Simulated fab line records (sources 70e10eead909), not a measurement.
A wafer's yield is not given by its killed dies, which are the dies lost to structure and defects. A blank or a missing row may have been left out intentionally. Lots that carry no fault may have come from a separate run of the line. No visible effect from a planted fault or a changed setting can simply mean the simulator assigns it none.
Matching of chambers ; flow nandHarc ; 4 sister chambers for NHARC_A_STAIRCASE_ALD_415 on aldHk-02
The step deposits SiO2, target thk 30 nm, pulse time 6 s, ald cycles 300. 4 wafers are shown with their chamber, then 12 later ones without.

== WAFERS PAIRED WITH THEIR CHAMBERS ==
wafer;chamber;heaterPowerW (W)
L090.6;0;495
L092.1;1;431
L092.3;3;432
L092.4;2;484

== WAFERS WITHOUT THEIR CHAMBER ==
wafer;heaterPowerW (W)
L093.2;498
L093.4;423
L093.5;476
L095.1;431
L095.3;418
L095.5;439
L096.1;428
L096.3;428
L096.4;478
L097.3;476
L097.4;438
L097.6;489

== THE CHAMBER EACH PASSED THROUGH ==
wafer;from the rows above;in truth
L093.2;can't be placed: 0 or 2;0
L093.4;can't be placed: 1 or 3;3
L093.5;can't be placed: 2 or 0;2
L095.1;can't be placed: 1 or 3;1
L095.3;can't be placed: 1 or 3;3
L095.5;can't be placed: 3 or 1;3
L096.1;can't be placed: 1 or 3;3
L096.3;can't be placed: 1 or 3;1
L096.4;can't be placed: 2 or 0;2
L097.3;can't be placed: 2 or 0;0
L097.4;can't be placed: 3 or 1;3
L097.6;can't be placed: 2 or 0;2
Correctly placed: 0 of 12. Not placeable from these rows: 12 (in 12, the candidates include the true chamber). Number placed wrongly: 0.
How it was worked out, from the rows above alone: a wafer's distance from a chamber is the root of the sum, over the readings, of the square of ((its reading less the chamber's mean) divided by the reading's scatter). The wafer belongs to the nearest chamber; if the next one is less than 2 further off, it can't be placed. For every chamber, the mean is computed from those of its wafers that are shown. The scatter: root of mean squared gap, hidden wafer to nearest shown wafer, with one shown wafer a chamber.
